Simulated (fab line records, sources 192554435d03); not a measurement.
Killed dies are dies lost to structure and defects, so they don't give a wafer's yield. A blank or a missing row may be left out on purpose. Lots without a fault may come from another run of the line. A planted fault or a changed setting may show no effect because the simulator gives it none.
Chamber matching | flow n5_finfet | N5_BEOL_M0_SAQP_MANDREL_ETCH_103 on rie_si-06: 4 sister chambers
The step etches a-Si in HBr/Cl2, stops on SiCN, target depth 45 nm, bt time 10 s, time 27 s. 8 wafers are shown with their chamber, then 10 later ones without.

WAFERS WITH THEIR CHAMBER
wafer  | chamber | throttle_valve_pct (%) | drypump_motor_current_A (A)
L078.2 | 0       | 35.0                   | 6.4
L079.1 | 2       | 35.8                   | 5.8
L079.2 | 1       | 35.1                   | 5.5
L079.5 | 2       | 35.7                   | 5.8
L084.5 | 3       | 36.1                   | 5.5
L084.6 | 0       | 35.0                   | 6.3
L085.1 | 1       | 35.1                   | 5.5
L085.4 | 3       | 36.1                   | 5.5

WAFERS WITHOUT THEIR CHAMBER
wafer  | throttle_valve_pct (%) | drypump_motor_current_A (A)
L085.5 | 36.1                   | 5.5
L088.1 | 36.1                   | 5.5
L088.2 | 35.0                   | 6.3
L088.4 | 35.0                   | 6.3
L092.1 | 35.1                   | 5.5
L092.2 | 35.7                   | 5.8
L092.5 | 35.1                   | 5.5
L095.1 | 35.1                   | 5.5
L095.4 | 35.8                   | 5.9
L095.5 | 35.1                   | 5.4

WHICH CHAMBER EACH WENT THROUGH
wafer  | from the rows above | in truth
L085.5 | 3                   | 3
L088.1 | 3                   | 3
L088.2 | 0                   | 0
L088.4 | 0                   | 0
L092.1 | 1                   | 1
L092.2 | 2                   | 2
L092.5 | 1                   | 1
L095.1 | 1                   | 1
L095.4 | 2                   | 2
L095.5 | 1                   | 1
Placed correctly: 10 of 10. Can't be placed from these rows: 0. Placed wrongly: 0.
How it was worked out, from the rows above alone: a wafer's distance from a chamber is the root of the sum, over the readings, of the square of ((its reading less the chamber's mean) divided by the reading's scatter). The wafer belongs to the nearest chamber; if the next one is less than 2 further off, it can't be placed. A chamber's mean is the mean of its shown wafers. The scatter: the root of (the sum of the squares of (reading less its chamber's mean) over the shown wafers, divided by (wafers less chambers)).
